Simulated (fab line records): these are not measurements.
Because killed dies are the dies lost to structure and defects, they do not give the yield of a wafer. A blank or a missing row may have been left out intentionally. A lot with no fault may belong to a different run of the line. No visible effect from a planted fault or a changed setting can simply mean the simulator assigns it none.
A lot that was struck, set against a sound lot || flow nandHarc || 40 out of 1159 route steps
Sound: these wafers, L942.2, L942.3, L942.5. The struck wafers were L945.4, L945.5, L945.6. Last of all comes the cause.
Per side, at each step with rows, come the tool, then ch with its chambers, and then its first start. Under that, the readings that differ: sound wafers || struck wafers || difference of the means || sigmas: that difference in standard deviations of wafers without a fault.
alike: readings whose means differ by less than 2 such deviations, and words and numbers that are the same on both sides. not compared: withheld readings, readings that some wafer has no value for, bounds like >300 that may hide the same value, and numbers for which the record gives no deviation and whose values overlap.
The two part at a step that has a row with sigmas, a row that says differs or no value, or rows on one side only. Non-overlapping numbers with no deviation appear without sigmas and do not part them. A reading missing from all wafers of one side parts the sides only when that side holds two or more wafers.

first, 9 steps without rows for these wafers: NHARC_A_CONTACT_COAT_62 (time 65 s); NHARC_A_CONTACT_COAT_63 (resist thk 90 nm); NHARC_A_CONTACT_SOFTBAKE_64 (time 55 s); NHARC_A_CONTACT_EBR_65; NHARC_A_CONTACT_EXPOSE_66 (exposes mask A CC 2); NHARC_A_CONTACT_PEB_67 (peb time 65 s); NHARC_A_CONTACT_DEVELOP_68 (develop time 35 s); NHARC_A_CONTACT_DESCUM_74 (chemistry O2, time 3 s); NHARC_A_CONTACT_ETCH_75 (etches the open film in CF4, target depth 39 nm, time 65 s).
NHARC_A_CONTACT_ETCH_76: etches the open film in N2/H2, target depth 260 nm, time 475.3 s.
  sound on rieDiel-04 ch 0,1, day 18 09:52; struck on rieDiel-04 ch 2,3, day 20 09:20
  alike: drypumpMotorCurrentA, oesProductAu, rfVppV, showerheadPlenumPTorr, throttleValvePct
  not compared: rfHoursCounterH
then, 28 steps without rows for these wafers: NHARC_A_CONTACT_ETCH_77 (etches the open film in CF4/CHF3, target depth 72.6 nm, time 36.3 s); NHARC_A_CONTACT_ETCH_78 (etches the open film in O2/COS, target depth 2800 nm, time 728 s); NHARC_A_CONTACT_ETCH_124 (etches the open film in C4F8/O2/Ar, time 140 s, target depth 700 nm); NHARC_A_CONTACT_ETCH_125 (etches the open film in C4F8/O2/Ar, time 155 s, target depth 956 nm); NHARC_A_CONTACT_ETCH_126 (etches the open film in C4F8/O2/Ar, time 155 s, target depth 956 nm); NHARC_A_CONTACT_ETCH_127 (etches the open film in C4F8/O2/Ar, time 155 s, target depth 956 nm); NHARC_A_CONTACT_ETCH_128 (etches the open film in C4F8/O2/Ar, time 155 s, target depth 956 nm); NHARC_A_CONTACT_ETCH_129 (etches the open film in C4F8/O2/Ar, time 155 s, target depth 956 nm); NHARC_A_CONTACT_ETCH_130 (etches the open film in C4F8/O2/Ar, time 155 s, target depth 956 nm); NHARC_A_CONTACT_ETCH_131 (etches the open film in C4F8/O2/Ar, time 155 s, target depth 956 nm); NHARC_A_CONTACT_ETCH_132 (etches the open film in C4F8/O2/Ar, time 156 s, target depth 958 nm); NHARC_A_CONTACT_ETCH_133 (etches the open film in C4F8/O2/Ar, time 195 s, target depth 840 nm); NHARC_A_CONTACT_ETCH_91 (etches the open film in CH3F/O2, target depth 40 nm, time 85.7 s); NHARC_A_CONTACT_ETCH_97 (etches the open film in C4F6/O2, target depth 20 nm, time 10 s); NHARC_A_CONTACT_STRIP_103 (strips in N2/H2); NHARC_A_CONTACT_STRIP_104 (strips in CF4/CHF3); NHARC_A_CONTACT_STRIP_105 (strips in O2/COS); NHARC_A_CONTACT_ETCH_106 (etches the open film in CF4/O2, target depth 60 nm, overetch 6 nm, time 33 s); NHARC_A_CONTACT_STRIP_82 (strips in O2); NHARC_A_CONTACT_STRIP_83 (strips in post etch residue remover, time 600 s); NHARC_A_CONTACT_DEP_84 (deposits aC, target thk 2000 nm); NHARC_A_CONTACT_DEP_85 (deposits SiON, target thk 50 nm); NHARC_A_CONTACT_DEHYDRATE_00 (time 120 s); NHARC_A_CONTACT_HMDS_01 (time 30 s); NHARC_A_CONTACT_COAT_86 (time 75 s); NHARC_A_CONTACT_COAT_87 (time 65 s); NHARC_A_CONTACT_COAT_02 (resist thk 90 nm); NHARC_A_CONTACT_SOFTBAKE_03 (time 55 s).
NHARC_A_CONTACT_DESCUM_13: chemistry O2, time 3 s.
  sound on rieDiel-04 ch 0,3, day 18 16:41; struck on rieDiel-05 ch 0,1, day 21 01:42
{"reading": "hold", "sound": "- - -", "struck": "awaitDispo/7.3h/release awaitDispo/7.3h/release awaitDispo/7.3h/release", "difference": "no value on the sound wafers", "sigmas": ""}
  alike: drypumpMotorCurrentA, oesProductAu, rfVppV, showerheadPlenumPTorr, throttleValvePct
  not compared: rfHoursCounterH
-- break in the record here, with 3 days between the starts of the struck wafers on either side (left off in module A_CONTACT, picked up again in module END, where the first step shown is number 1159 on the route) --
NHARC_END_SORT_01:
  at this point the record logs the struck wafers (prober-01 ch 0, day 24 08:01) and has no rows for the sound ones

== WHERE THEY PART ==
First at NHARC_A_CONTACT_DESCUM_13; last, within this record, at NHARC_END_SORT_01.

WHY: what the simulator had put in
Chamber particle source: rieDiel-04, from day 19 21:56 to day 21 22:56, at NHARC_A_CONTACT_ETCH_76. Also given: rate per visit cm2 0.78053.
